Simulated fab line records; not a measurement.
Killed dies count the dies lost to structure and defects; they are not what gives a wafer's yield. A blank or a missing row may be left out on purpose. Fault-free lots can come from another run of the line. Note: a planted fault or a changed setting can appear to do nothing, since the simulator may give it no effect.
8D (eight disciplines) problem report, filled in by code ; flow n5 finfet ; the parts of the form that need people (team, actions taken, sign-off) are left out

## 1. WHAT WENT WRONG
rf fwd power W at N5_BEOL_M9_VIA_ETCH_34 reads a mean of 259.0 W on 6 wafers of 2 lots; wafers without a fault read 342.2 W with a standard deviation of 1.2. That puts it -69 standard deviations away from the usual mean.
The step: etches SiCOH lowk in C4F6/O2, target depth 182.4 nm, time 68.4 s.
The first sign was on wafer L188.1 at day 13 13:56, on rie diel-05. Wafers with a number at this step in the record: 30, from 10 lots. Rule for "out" (also "out of limits"): further than 4 standard deviations from the usual mean. The other wafers with a number count as sound.

## 2. WHAT THIS IS AND IS NOT
question;is;is not
which readings at this step;rf fwd power W, rf vpp V;drypump motor current A, showerhead plenum p Torr, throttle valve pct
which lots;L188, L191;L178, L181, L182, L184, L185, L189, L195, L198
which wafers of those lots;all that have a number;-
read on which tools;rie diel-05;rie diel-03, rie diel-06
when;from day 13 13:56;"up to then (18 sound wafers); but 6 sound wafers of L195, L198 came after"

## 3. WHAT RULES OUT EACH SUSPECT
Counting: a tool at any process step up to the reading remains a suspect when it ran all the lots that are out and ran no sound lot after the first of those.
- rie diel-05 at N5_BEOL_M9_ETCH_65 (etches SiARC in CF4, target depth 15.6 nm, time 26 s): kept. Every lot that is out went through it, starting with L188 (day 13 13:49), and after that it ran no sound lot; the last sound lot it ran before then is L185 (day 12 18:30).
- rie diel-05 at N5_BEOL_M9_VIA_ETCH_34 (etches SiCOH lowk in C4F6/O2, target depth 182.4 nm, time 68.4 s): kept. Every lot that is out went through it, starting with L188 (day 13 13:56), and after that it ran no sound lot; the last sound lot it ran before then is L185 (day 12 18:37). Its own readings are out on those wafers: rf fwd power W, rf vpp V.
Remaining after the count are rie diel-05 at N5_BEOL_M9_ETCH_65 and rie diel-05 at N5_BEOL_M9_VIA_ETCH_34.

## 4. THE CAUSE (what the simulator had put in)
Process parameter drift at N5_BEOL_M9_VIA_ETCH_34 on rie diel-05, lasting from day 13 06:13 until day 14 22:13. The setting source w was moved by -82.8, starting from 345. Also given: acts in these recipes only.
2 suspects survive the count, and this tool is in that group.

## 5. THE EFFECT CHAIN, in route order
Each row: a reading whose mean over the struck wafers that have a number lies more than 3 standard deviations from the usual. Only readings whose record carries a usual standard deviation are examined. hours: median over the lots of the time between each lot's start at the first step of this table that gives one and its start at this step. sigmas: the change, counted in usual standard deviations.
hours;step;reading;usual;on struck wafers;change;sigmas
0;N5_BEOL_M9_VIA_ETCH_34;oes_f_703_au;0.78 a.u.;0.49;-0.29;-3.6
0;N5_BEOL_M9_VIA_ETCH_34;oes_o_777_au;0.78 a.u.;0.52;-0.26;-3.2
0;N5_BEOL_M9_VIA_ETCH_34;rf fwd power W;342.2 W;259.0;-83.2;-69
0;N5_BEOL_M9_VIA_ETCH_34;rf vpp V;667 V;764;+97;+9.7
Its process steps:
- N5_BEOL_M9_VIA_ETCH_34: etches SiCOH lowk in C4F6/O2, target depth 182.4 nm, time 68.4 s.
Later measuring or inspecting steps at which every struck wafer that the step has a row for has a number for every such reading, and none has moved that far: N5_BEOL_M9_CD_MEAS_35.

## 6. WHAT WOULD HAVE CAUGHT IT SOONER
The fault began at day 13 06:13; the first out-of-limits reading in this record came at day 13 13:56, 8 hours later.
